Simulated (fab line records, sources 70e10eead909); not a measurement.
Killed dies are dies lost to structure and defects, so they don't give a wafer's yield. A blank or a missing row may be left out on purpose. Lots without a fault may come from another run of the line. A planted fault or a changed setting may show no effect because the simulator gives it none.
Chamber matching | flow nand_harc | NHARC_A_M0_STRIP_18 on rie_diel-11: 4 sister chambers
The step strips in N2/H2. 16 wafers are shown with their chamber, then 8 later ones without.

WAFERS WITH THEIR CHAMBER
wafer  | chamber | drypump_motor_current_A (A) | rf_vpp_V (V) | throttle_valve_pct (%)
L076.1 | 0       | 5.6                         | 92.0         | 14.158
L076.2 | 1       | 6.7                         | 91.6         | 14.180
L076.5 | 1       | 6.8                         | 91.6         | 14.160
L080.1 | 2       | 6.5                         | 91.6         | 14.152
L080.3 | 0       | 5.5                         | 91.6         | 14.173
L080.5 | 3       | 6.4                         | 90.9         | 14.175
L087.1 | 3       | 6.4                         | 90.6         | 14.168
L087.2 | 2       | 6.5                         | 90.7         | 14.170
L087.6 | 2       | 6.5                         | 90.8         | 14.178
L093.1 | 0       | 5.6                         | 91.4         | 14.166
L093.2 | 3       | 6.4                         | 90.6         | 14.176
L093.3 | 1       | 6.8                         | 91.8         | 14.175
L094.1 | 0       | 5.5                         | 90.3         | 14.164
L094.2 | 1       | 6.8                         | 91.8         | 14.186
L094.4 | 3       | 6.4                         | 90.7         | 14.190
L092.1 | 1       | 6.8                         | 92.3         | 14.171

SIGNATURES (means of the wafers above)
reading                 | chamber 0 | chamber 1 | chamber 2 | chamber 3 | scatter within a chamber
drypump_motor_current_A | 5.550     | 6.780     | 6.500     | 6.400     | 0.0387
rf_vpp_V                | 91.325    | 91.820    | 91.033    | 90.700    | 0.453
throttle_valve_pct      | 14.16525  | 14.17440  | 14.16667  | 14.17725  | 0.00961
Rule: a wafer's distance from a chamber is the root of the sum, over the readings, of the square of ((its reading less the chamber's mean) divided by the reading's scatter). The wafer belongs to the nearest chamber; if the next one is less than 2 further off, it can't be placed. The scatter: the root of (the sum of the squares of (reading less its chamber's mean) over the shown wafers, divided by (wafers less chambers)).

WAFERS WITHOUT THEIR CHAMBER
wafer  | drypump_motor_current_A (A) | rf_vpp_V (V) | throttle_valve_pct (%)
L092.2 | 5.6                         | 91.0         | 14.172
L092.3 | 6.4                         | 90.3         | 14.181
L095.2 | 5.5                         | 89.9         | 14.181
L095.3 | 6.5                         | 91.0         | 14.162
L095.6 | 6.4                         | 89.8         | 14.179
L096.1 | 5.6                         | 92.1         | 14.180
L096.2 | 6.5                         | 91.4         | 14.163
L096.6 | 5.5                         | 90.1         | 14.164

WHICH CHAMBER EACH WENT THROUGH
wafer  | from the rows above     | in truth
L092.2 | 0                       | 0
L092.3 | 3                       | 3
L095.2 | 0                       | 0
L095.3 | 2                       | 2
L095.6 | can't be placed: 3 or 2 | 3
L096.1 | 0                       | 0
L096.2 | 2                       | 2
L096.6 | 0                       | 0
Placed correctly: 7 of 8. Can't be placed from these rows: 1 (the true chamber is among the candidates in 1). Placed wrongly: 0.
